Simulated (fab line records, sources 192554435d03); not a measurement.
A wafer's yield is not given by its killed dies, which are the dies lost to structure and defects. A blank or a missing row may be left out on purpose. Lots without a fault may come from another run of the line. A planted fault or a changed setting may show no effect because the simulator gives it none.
fab line records ; flow n5-finfet
record lots=6; wafers=18; last-day=16
route steps=1938 shown BEOL_M9@1448 PASSIVATION@1936
lots with no fault: from the same line, run without faults
start-h: hours from the record's first day to the start of the lot's first wafer shown ; wait-h: hours since the lot's step before ; " as in the row above ; L1.1+2: one row covering several wafers at once ; - no value, or no start given ; * or withheld: withheld ; < > ~ a bound
route shown NAME@n: names a module that has steps shown in the file, with the first one's number in the route ; usual: mean and standard deviation over wafers with no fault ; same: alike in all rows ; chamber/n: place in a boat ; sites: per-site readings ; _std_site: standard deviation across them ; _edge_site: the outer-site mean with the inner-site mean subtracted ; radius-mm: how far each site lies from the wafer's centre ; mask NAME#n: copy n ; behind: the tool/chamber that last shaped the wafer ; hold: why the lot was held/for how many hours/how that ended ; device: which transistor (n, p or np) failed to switch ; end of line: at the end of the route, the tests of the same wafers ; for a step that has no rows: nothing shown but its recipe ; killed: dies lost to structure and defects at the first sort, not the wafer's yield ; map: a wafer's dies, marking killed ones x, the rest . and places with no die _
set.NAME: the setting the step ran with; set.NAME@STEP: the setting that earlier step ran with ; model.NAME: the simulator's own value behind a step, which no gauge read
certain route steps with their lots: each step a table, each wafer a row
services: when a tool's chamber went out of use (start-h, in hours from the record's first day, below 0 if earlier), for how many hours, and the reason
## steps
# step N5_BEOL_M9_STRIP_80
# recipe chemistry=N2/H2; time-s=10; power-w=450; temp-c=40; pressure-mtorr=20; rf-frequency-hz=6e+07; bias-power-w=7; n2-flow-sccm=200; h2-flow-sccm=200
# usual bias-power-w=7.002/0.02; drypump-motor-current-A=5.8/0.48; oes-product-au=0.78/0.08; rf-vpp-V=58.9/0.75; showerhead-plenum-p-Torr=2.48/0.054; throttle-valve-pct=23.73/0.26
lot.wafer;tool;chamber;start-h;wait-h;bias-power-w;drypump-motor-current-A;oes-product-au;rf-hours-counter-h;rf-vpp-V;showerhead-plenum-p-Torr;throttle-valve-pct
L120.3;rie-diel-01;0;-;-;6.974;6.1;0.93;26;59.0;2.48;23.33
L120.5;rie-diel-01;2;-;-;7.000;6.1;0.91;-;58.7;2.50;24.11
L120.6;rie-diel-01;1;-;-;6.996;5.9;0.87;-;57.6;2.45;23.21
L119.1;rie-diel-03;2;-;-;6.983;5.6;0.71;205;58.5;2.51;23.96
L119.2;rie-diel-03;1;-;-;7.003;5.6;0.67;247;59.4;2.50;24.20
L119.6;rie-diel-03;2;-;-;6.994;5.6;0.71;-;57.4;2.52;23.95
L123.3;rie-diel-01;0;-;-;7.009;6.1;0.87;36;59.2;2.47;23.34
L123.4;rie-diel-01;2;-;-;6.990;6.1;0.87;29;58.7;2.49;24.14
L123.5;rie-diel-01;0;-;-;7.035;6.1;0.88;-;59.3;2.47;23.34
L128.1;rie-diel-06;0;-;-;7.024;6.2;0.82;79;58.0;2.46;23.41
L128.2;rie-diel-06;3;-;-;7.014;5.0;0.72;202;58.9;2.41;23.69
L128.4;rie-diel-06;2;-;-;7.027;5.8;0.72;201;58.6;2.51;23.68
L136.1;rie-diel-03;0;-;-;7.023;6.0;0.85;69;58.6;2.57;23.89
L136.5;rie-diel-03;0;-;-;7.008;6.0;0.85;-;60.0;2.57;23.88
L136.6;rie-diel-03;3;-;-;6.989;5.0;0.69;-;58.4;2.39;23.69
L138.3;rie-diel-06;2;-;-;6.975;5.8;0.71;214;58.4;2.50;23.71
L138.5;rie-diel-06;3;-;-;7.018;5.0;0.71;-;57.5;2.40;23.74
L138.6;rie-diel-06;2;-;-;6.968;5.8;0.72;-;59.3;2.50;23.71
# step N5_BEOL_M9_OCD_MEAS_38
# usual trench-depth-nm=150.9/2.5
lot.wafer;tool;chamber;start-h;wait-h;trench-depth-nm
L120.3;ocd-02;-;211.70;-;154.5
L120.5;ocd-02;-;211.70;-;155.3
L120.6;ocd-02;-;211.70;-;153.8
L119.1;ocd-01;-;229.01;-;147.9
L119.2;ocd-01;-;229.01;-;151.0
L119.6;ocd-01;-;229.01;-;147.5
L123.3;ocd-02;-;243.51;-;150.0
L123.4;ocd-02;-;243.51;-;151.1
L123.5;ocd-02;-;243.51;-;149.5
L128.1;ocd-02;-;268.20;-;148.1
L128.2;ocd-02;-;268.20;-;150.1
L128.4;ocd-02;-;268.20;-;154.9
L136.1;ocd-01;-;321.95;-;150.5
L136.5;ocd-01;-;321.95;-;151.7
L136.6;ocd-01;-;321.95;-;149.9
L138.3;ocd-02;-;325.69;-;153.2
L138.5;ocd-02;-;325.69;-;151.2
L138.6;ocd-02;-;325.69;-;153.6
# step N5_BEOL_M9_HM_STRIP_39
# recipe chemistry=peroxide-tin-strip; material=TiN; target-depth-a=250; temp-c=50; time-s=158
# step N5_BEOL_M9_SRD_40
# recipe time-s=30; temp-c=23; rinse-liquid=diw; dry=ipa-marangoni
# step N5_BEOL_M9_PRECLEAN_42
# recipe chemistry=residue-remover; time-s=60; temp-c=40
# step N5_BEOL_M9_SRD_43
# recipe time-s=30; temp-c=23; rinse-liquid=diw; dry=ipa-marangoni
# step N5_BEOL_M9_CD_MEAS_35
# recipe target-cd-nm=70; target-cd-y-nm=40; polarity=opening
# usual cd-nm=70.1/0.83
lot.wafer;tool;chamber;start-h;wait-h;cd-nm
L120.3;cd-sem-02;-;211.85;0.0;70.2
L120.5;cd-sem-02;-;211.85;0.0;70.3
L120.6;cd-sem-02;-;211.85;0.0;69.3
L119.1;cd-sem-01;-;229.17;0.0;70.4
L119.2;cd-sem-01;-;229.17;0.0;70.8
L119.6;cd-sem-01;-;229.17;0.0;70.9
L123.3;cd-sem-02;-;243.66;0.0;70.8
L123.4;cd-sem-02;-;243.66;0.0;71.9
L123.5;cd-sem-02;-;243.66;0.0;70.4
L128.1;cd-sem-01;-;268.36;0.0;69.8
L128.2;cd-sem-01;-;268.36;0.0;69.4
L128.4;cd-sem-01;-;268.36;0.0;68.3
L136.1;cd-sem-01;-;322.11;0.0;68.8
L136.5;cd-sem-01;-;322.11;0.0;68.5
L136.6;cd-sem-01;-;322.11;0.0;69.0
L138.3;cd-sem-01;-;325.84;0.0;68.6
L138.5;cd-sem-01;-;325.84;0.0;69.8
L138.6;cd-sem-01;-;325.84;0.0;68.8
# step N5_BEOL_M9_CURE_72
# recipe temp-c=370; time-s=120; ambient=DMADMS/He; material=SiCOH_lowk
# usual lamp-power-pct=52.31/0.055; wafer_temp_C_max=371.6/0.4
lot.wafer;tool;chamber;start-h;wait-h;lamp-power-pct;wafer_temp_C_max
L120.3;uv-cure-02;0;211.99;0.1;52.36;371.7
L120.5;uv-cure-02;0;211.99;0.1;52.30;371.7
L120.6;uv-cure-02;0;211.99;0.1;52.20;371.8
L119.1;uv-cure-01;1;229.21;0.0;52.46;372.0
L119.2;uv-cure-01;1;229.21;0.0;52.29;371.7
L119.6;uv-cure-01;1;229.21;0.0;52.32;372.0
L123.3;uv-cure-02;2;243.80;0.1;52.37;372.4
L123.4;uv-cure-02;2;243.80;0.1;52.39;371.4
L123.5;uv-cure-02;2;243.80;0.1;52.34;371.9
L128.1;uv-cure-03;1;268.40;0.0;52.32;371.2
L128.2;uv-cure-03;1;268.40;0.0;52.23;371.6
L128.4;uv-cure-03;1;268.40;0.0;52.27;371.7
L136.1;uv-cure-01;2;322.16;0.0;52.32;371.2
L136.5;uv-cure-01;2;322.16;0.0;52.30;371.4
L136.6;uv-cure-01;2;322.16;0.0;52.31;371.0
L138.3;uv-cure-01;2;325.98;0.1;52.30;371.3
L138.5;uv-cure-01;2;325.98;0.1;52.34;371.4
L138.6;uv-cure-01;2;325.98;0.1;52.30;371.2
# step N5_BEOL_M9_DEGAS_44
# recipe ambient=vacuum; temp-c=250; time-s=60
# usual heater-power-w=334/26
lot.wafer;tool;chamber;start-h;wait-h;heater-power-w
L120.3;pvd-sputter-02;-;212.23;0.2;305
L120.5;pvd-sputter-02;-;212.23;0.2;323
L120.6;pvd-sputter-02;-;212.23;0.2;311
L119.1;pvd-sputter-03;-;229.57;0.3;344
L119.2;pvd-sputter-03;-;229.57;0.3;393
L119.6;pvd-sputter-03;-;229.57;0.3;320
L123.3;pvd-sputter-03;-;244.03;0.2;310
L123.4;pvd-sputter-03;-;244.03;0.2;315
L123.5;pvd-sputter-03;-;244.03;0.2;338
L128.1;pvd-sputter-01;-;269.07;0.6;333
L128.2;pvd-sputter-01;-;269.07;0.6;319
L128.4;pvd-sputter-01;-;269.07;0.6;314
L136.1;pvd-sputter-03;-;322.53;0.3;389
L136.5;pvd-sputter-03;-;322.53;0.3;338
L136.6;pvd-sputter-03;-;322.53;0.3;395
L138.3;pvd-sputter-03;-;326.87;0.8;303
L138.5;pvd-sputter-03;-;326.87;0.8;335
L138.6;pvd-sputter-03;-;326.87;0.8;383
# step N5_BEOL_M9_PRE_CLEAN_45
# recipe gas=H2/He; time-s=30; temp-c=250
# step N5_BEOL_M9_ALD_74
# recipe material=TaN; target-thk-a=20; temp-c=275; ald-precursor-family=PDMAT; ald-co-reactant=NH3; pressure-torr=3; carrier-flow-sccm=1500; pulse-time-s=2; purge-time-s=3; co-reactant-purge-time-s=2; co-reactant-pulse-time-s=3; ald-cycles=40; precursor-vessel-temp-c=75; precursor-vessel-pressure-torr=26.25; precursor-vessel-carrier-sccm=1000
# step N5_BEOL_M9_SURFACE_TREAT_79
# recipe gas=Ar; time-s=*; ion-energy-ev=*; ion-current-ma-cm2=0.5; pressure-mtorr=*; ar-flow-sccm=30
# usual throttle-valve-pct=*
lot.wafer;tool;chamber;start-h;wait-h;throttle-valve-pct
L120.3;pvd-sputter-02;-;212.66;0.2;*
L120.5;pvd-sputter-02;-;212.66;0.2;*
L120.6;pvd-sputter-02;-;212.66;0.2;*
L119.1;pvd-sputter-03;-;230.15;0.3;*
L119.2;pvd-sputter-03;-;230.15;0.3;*
L119.6;pvd-sputter-03;-;230.15;0.3;*
L123.3;pvd-sputter-03;-;244.80;0.5;*
L123.4;pvd-sputter-03;-;244.80;0.5;*
L123.5;pvd-sputter-03;-;244.80;0.5;*
L128.1;pvd-sputter-02;-;270.79;1.4;*
L128.2;pvd-sputter-02;-;270.79;1.4;*
L128.4;pvd-sputter-02;-;270.79;1.4;*
L136.1;pvd-sputter-03;-;323.09;0.3;*
L136.5;pvd-sputter-03;-;323.09;0.3;*
L136.6;pvd-sputter-03;-;323.09;0.3;*
L138.3;pvd-sputter-02;-;327.26;0.2;*
L138.5;pvd-sputter-02;-;327.26;0.2;*
L138.6;pvd-sputter-02;-;327.26;0.2;*
# step N5_BEOL_M9_CVD_78
# recipe material=Co; target-thk-a=20; temp-c=withheld; precursor=CCTBA/H2; pressure-torr=30; time-s=138.9
# usual run-length-s=161.7/0.45
lot.wafer;tool;chamber;start-h;wait-h;run-length-s
L120.3;cvd-co-01;0;212.72;0.0;161.6
L120.5;cvd-co-01;1;212.72;0.0;161.6
L120.6;cvd-co-01;0;212.72;0.0;161.6
L119.1;cvd-co-01;1;230.27;0.1;161.6
L119.2;cvd-co-01;2;230.27;0.1;161.2
L119.6;cvd-co-01;0;230.27;0.1;161.8
L123.3;cvd-co-02;0;244.92;0.1;161.3
L123.4;cvd-co-02;2;244.92;0.1;162.4
L123.5;cvd-co-02;1;244.92;0.1;162.1
L128.1;cvd-co-02;2;270.91;0.1;162.6
L128.2;cvd-co-02;0;270.91;0.1;162.1
L128.4;cvd-co-02;2;270.91;0.1;162.4
L136.1;cvd-co-02;2;323.26;0.1;253.3
L136.5;cvd-co-02;0;323.26;0.1;161.2
L136.6;cvd-co-02;1;323.26;0.1;252.3
L138.3;cvd-co-02;1;327.32;0.0;161.6
L138.5;cvd-co-02;0;327.32;0.0;161.5
L138.6;cvd-co-02;1;327.32;0.0;252.5
# step N5_BEOL_M9_SPUTTER_48
# recipe material=Cu; target-thk-a=120; temp-c=-20; bias-v=60; power-w=26000; chamber-pressure-pa=0.13; time-s=2
# usual throttle-valve-pct=29.4/1.1
lot.wafer;tool;chamber;start-h;wait-h;throttle-valve-pct
L120.3;pvd-sputter-01;-;212.83;0.1;27.7
L120.5;pvd-sputter-01;-;212.83;0.1;29.0
L120.6;pvd-sputter-01;-;212.83;0.1;30.8
L119.1;pvd-sputter-03;-;230.43;0.1;30.9
L119.2;pvd-sputter-03;-;230.43;0.1;28.6
L119.6;pvd-sputter-03;-;230.43;0.1;28.7
L123.3;pvd-sputter-01;-;245.34;0.4;30.6
L123.4;pvd-sputter-01;-;245.34;0.4;29.2
L123.5;pvd-sputter-01;-;245.34;0.4;27.8
L128.1;pvd-sputter-01;-;271.07;0.1;29.2
L128.2;pvd-sputter-01;-;271.07;0.1;27.7
L128.4;pvd-sputter-01;-;271.07;0.1;30.6
L136.1;pvd-sputter-03;-;323.47;0.2;28.6
L136.5;pvd-sputter-03;-;323.47;0.2;28.7
L136.6;pvd-sputter-03;-;323.47;0.2;31.3
L138.3;pvd-sputter-01;-;327.48;0.1;27.6
L138.5;pvd-sputter-01;-;327.48;0.1;30.5
L138.6;pvd-sputter-01;-;327.48;0.1;29.1
# step N5_PASSIVATION_PROBE_49
# usual defect-limited-yield=91.0/1.5; killed_at_M0_to_M3=34/9.1; killed_at_M4_up=14/5.7; killed-at-contacts=13/5.7; killed-at-front-end=42/12; killed-at-other=4/3.4; killed-dies=106/17; killed-open=70/13; killed-short=34/7.5; sort_bin_4_leakage=0.00/0.014; sort_bin_5_function=5.2/0.94; sort_bin_6_memory=3.4/0.69; sort-n-pass=1074/17; sort-yield-pct=91.0/1.5
# same gross-dies=1180; killed-at-back-side=0; sort_bin_8_speed[%]=0
lot.wafer;tool;chamber;start-h;wait-h;defect-limited-yield[%];killed_at_M0_to_M3;killed_at_M4_up;killed-at-contacts;killed-at-front-end;killed-at-other;killed-dies;killed-open;killed-short;sort_bin_4_leakage[%];sort_bin_5_function[%];sort_bin_6_memory[%];sort-n-pass;sort-yield-pct[%]
L120.3;prober-02;-;270.20;0.1;92.2;33;11;9;39;0;92;63;28;0;4.4;3.0;1088;92.2
L120.5;prober-02;-;270.30;0.2;91.3;39;12;17;33;2;103;63;40;0;4.9;3.2;1077;91.3
L120.6;prober-02;-;270.35;0.3;93.4;29;12;3;33;1;78;45;33;0;4.1;2.5;1102;93.4
L119.1;prober-02;-;289.56;0.0;92.8;39;16;5;25;0;85;60;23;0;3.8;3.1;1095;92.8
L119.2;prober-02;-;289.61;0.1;91.9;37;21;9;26;3;96;68;25;0;4.4;3.5;1084;91.9
L119.6;prober-02;-;289.81;0.3;89.8;43;27;10;40;0;120;88;29;0;6.0;3.7;1060;89.8
L128.1;prober-02;-;333.54;0.0;93.0;31;15;8;23;6;83;50;28;0;4.0;2.5;1097;93.0
L128.2;prober-02;-;333.59;0.1;90.8;40;17;20;23;8;108;65;42;0;5.3;3.5;1072;90.8
L128.4;prober-02;-;333.69;0.2;92.5;30;16;10;28;4;88;64;22;0;4.6;2.7;1092;92.5
L136.1;prober-01;-;380.87;0.0;90.5;39;9;15;47;2;112;67;43;0;5.2;4.1;1068;90.5
L136.5;prober-01;-;381.07;0.2;89.7;32;25;23;37;4;121;88;32;0;5.5;4.2;1059;89.7
L136.6;prober-01;-;381.12;0.3;91.5;42;10;26;16;6;100;72;27;0;4.9;3.3;1080;91.5
L138.3;prober-02;-;384.08;0.1;90.3;43;6;11;52;2;114;80;34;0;5.2;4.0;1066;90.3
L138.5;prober-02;-;384.18;0.2;89.7;44;18;2;52;6;122;77;39;0;6.9;2.6;1058;89.7
L138.6;prober-02;-;384.23;0.3;90.9;49;13;8;37;0;107;61;46;0.17;5.1;3.5;1071;90.8
# killed by level:class
L120.3 FIN_SAQP:geometric-particle:open=13 BEOL_M0_SAQP:geometric-particle:open=9 FIN_SAQP:geometric-particle:short=8 BEOL_M1:geometric-particle:open=8 BEOL_M3:geometric-particle:open=8 MOL_CONTACT_COAG:geometric-particle:open=7 BEOL_M0_SAQP:geometric-particle:short=4 BEOL_M4:geometric-particle:short=4
L120.5 MOL_CONTACT_COAG:geometric-particle:open=15 BEOL_M0_SAQP:geometric-particle:short=13 BEOL_M0_SAQP:geometric-particle:open=10 FIN_SAQP:geometric-particle:short=7 STI_FIN_REVEAL:geometric-particle:open=5 BEOL_M1:geometric-particle:open=5 BEOL_M4:geometric-particle:open=4 STARTING-WAFER:geometric-particle:short=4
L120.6 FIN_SAQP:geometric-particle:short=14 BEOL_M1:geometric-particle:open=10 BEOL_M0_SAQP:geometric-particle:short=7 BEOL_M4:geometric-particle:open=6 STI_FIN_REVEAL:geometric-particle:open=4 DUMMY_GATE:geometric-particle:open=4 GATE_CUT:geometric-particle:short=4 BEOL_M2:geometric-particle:open=4
L119.1 BEOL_M1:geometric-particle:open=10 STI_FIN_REVEAL:geometric-particle:open=9 BEOL_M0_SAQP:geometric-particle:short=8 BEOL_M0_SAQP:geometric-particle:open=7 BEOL_M4:geometric-particle:open=7 FIN_SAQP:geometric-particle:open=6 BEOL_M2:geometric-particle:open=6 FIN_SAQP:geometric-particle:short=3
L119.2 BEOL_M4:geometric-particle:open=14 STI_FIN_REVEAL:geometric-particle:open=9 BEOL_M0_SAQP:geometric-particle:open=9 BEOL_M1:geometric-particle:open=9 MOL_CONTACT_COAG:geometric-particle:open=8 BEOL_M0_SAQP:geometric-particle:short=6 BEOL_M2:geometric-particle:open=4 STARTING-WAFER:geometric-particle:open=4
L119.6 BEOL_M4:geometric-particle:open=22 STI_FIN_REVEAL:geometric-particle:open=18 BEOL_M1:geometric-particle:open=10 BEOL_M0_SAQP:geometric-particle:short=8 BEOL_M0_SAQP:geometric-particle:open=8 BEOL_M2:geometric-particle:open=7 MOL_CONTACT_COAG:geometric-particle:open=7 FIN_SAQP:geometric-particle:open=4
L128.1 BEOL_M4:geometric-particle:open=8 BEOL_M3:geometric-particle:open=8 MOL_CONTACT_COAG:geometric-particle:open=6 BEOL_M0_SAQP:geometric-particle:short=6 BEOL_M0_SAQP:geometric-particle:open=4 BEOL_M0:geometric-particle:open=4 BEOL_M1:geometric-particle:open=4 HKMG_FIN:area-etch=4
L128.2 MOL_CONTACT_COAG:geometric-particle:open=15 BEOL_M0_SAQP:geometric-particle:open=9 BEOL_M4:geometric-particle:open=9 BEOL_M0_SAQP:geometric-particle:short=8 MOL_CONTACT_COAG:geometric-particle:short=5 BEOL_M0:geometric-particle:open=5 BEOL_M3:geometric-particle:open=5 BEOL_M0:geometric-particle:short=4
L128.4 MOL_CONTACT_COAG:geometric-particle:open=9 DUMMY_GATE:geometric-particle:open=8 BEOL_M0_SAQP:geometric-particle:open=6 BEOL_M4:geometric-particle:open=6 FIN_SAQP:geometric-particle:short=5 BEOL_M0_SAQP:geometric-particle:short=5 BEOL_M2:geometric-particle:open=5 BEOL_M3:geometric-particle:open=5
L136.1 MOL_CONTACT_COAG:geometric-particle:open=13 FIN_SAQP:geometric-particle:open=10 BEOL_M0_SAQP:geometric-particle:short=9 BEOL_M3:geometric-particle:short=9 ILD0:geometric-particle:open=8 BEOL_M3:geometric-particle:open=8 FIN_SAQP:geometric-particle:short=7 ILD0:geometric-particle:short=6
L136.5 MOL_CONTACT_COAG:geometric-particle:open=18 BEOL_M4:geometric-particle:open=13 FIN_SAQP:geometric-particle:open=11 BEOL_M1:geometric-particle:open=11 BEOL_M3:geometric-particle:open=6 MOL_CONTACT_COAG:geometric-particle:short=5 BEOL_M0_SAQP:geometric-particle:short=5 BEOL_M0_SAQP:geometric-particle:open=5
L136.6 MOL_CONTACT_COAG:geometric-particle:open=22 BEOL_M1:geometric-particle:open=11 BEOL_M3:geometric-particle:open=8 BEOL_M1:geometric-particle:short=7 ILD0:geometric-particle:open=5 BEOL_M2:geometric-particle:open=5 MOL_CONTACT_COAG:geometric-particle:short=4 BEOL_M0_SAQP:geometric-particle:open=4
L138.3 FIN_SAQP:geometric-particle:open=14 STI_FIN_REVEAL:geometric-particle:open=13 BEOL_M2:geometric-particle:open=9 FIN_SAQP:geometric-particle:short=8 MOL_CONTACT_COAG:geometric-particle:open=8 BEOL_M0_SAQP:geometric-particle:open=8 BEOL_M0_SAQP:geometric-particle:short=8 BEOL_M3:geometric-particle:open=8
L138.5 STI_FIN_REVEAL:geometric-particle:open=14 BEOL_M2:geometric-particle:open=11 BEOL_M0_SAQP:geometric-particle:open=6 ILD0:geometric-particle:open=6 BEOL_M0_SAQP:geometric-particle:short=6 BEOL_M3:geometric-particle:open=6 BEOL_M4:geometric-particle:open=6 HKMG_FIN:area-etch=6
L138.6 BEOL_M0_SAQP:geometric-particle:short=22 BEOL_M0_SAQP:geometric-particle:open=16 STI_FIN_REVEAL:geometric-particle:open=7 MOL_CONTACT_COAG:geometric-particle:open=6 DUMMY_GATE:geometric-particle:open=5 BEOL_M2:geometric-particle:open=5 STARTING-WAFER:geometric-particle:short=5 FIN_SAQP:geometric-particle:open=3
## services
tool;chamber;start-h;hours;kind
rie-diel-06;-;193.26;2.8;pm
uv-cure-02;-;202.91;8.6;repair
cvd-co-01;-;215.00;1.1;repair
rie-diel-06;1;217.57;10.0;repair
rie-diel-03;3;222.21;10.9;repair
rie-diel-03;1;238.81;-;clean
rie-diel-03;1;238.81;-;consumable-replace:focus-ring
rie-diel-03;1;238.81;25.4;scheduled-down
rie-diel-03;1;238.81;25.4;vent-cycle
uv-cure-02;-;251.35;1.0;pm
rie-diel-03;-;252.59;14.6;pm
uv-cure-01;-;265.35;7.5;pm
rie-diel-03;2;270.09;9.5;repair
uv-cure-01;-;272.90;7.5;pm
rie-diel-06;-;278.78;15.6;pm
cvd-co-02;-;281.28;3.8;pm
uv-cure-02;-;293.86;0.9;repair
uv-cure-03;-;307.51;2.1;pm
uv-cure-03;-;321.35;2.0;repair
## key
first-sign step=N5_BEOL_M9_CVD_78; reading=run-length-s; direction=up; sigmas=99+; usual=*; struck=*
effect none on later readings
met-at N5_BEOL_M9_CVD_78
struck-wafers L136.1,L136.6,L138.6
onset-between 270.91 323.26
fault kind=process-parameter-drift; tool=cvd-co-02; chamber=-; onset-h=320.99; steps=N5_BEOL_M9_CVD_78; channel=time-s; offset=*; shape=step; end-h=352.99; scope=struck-wafers-only; acts-in=*; stated=*
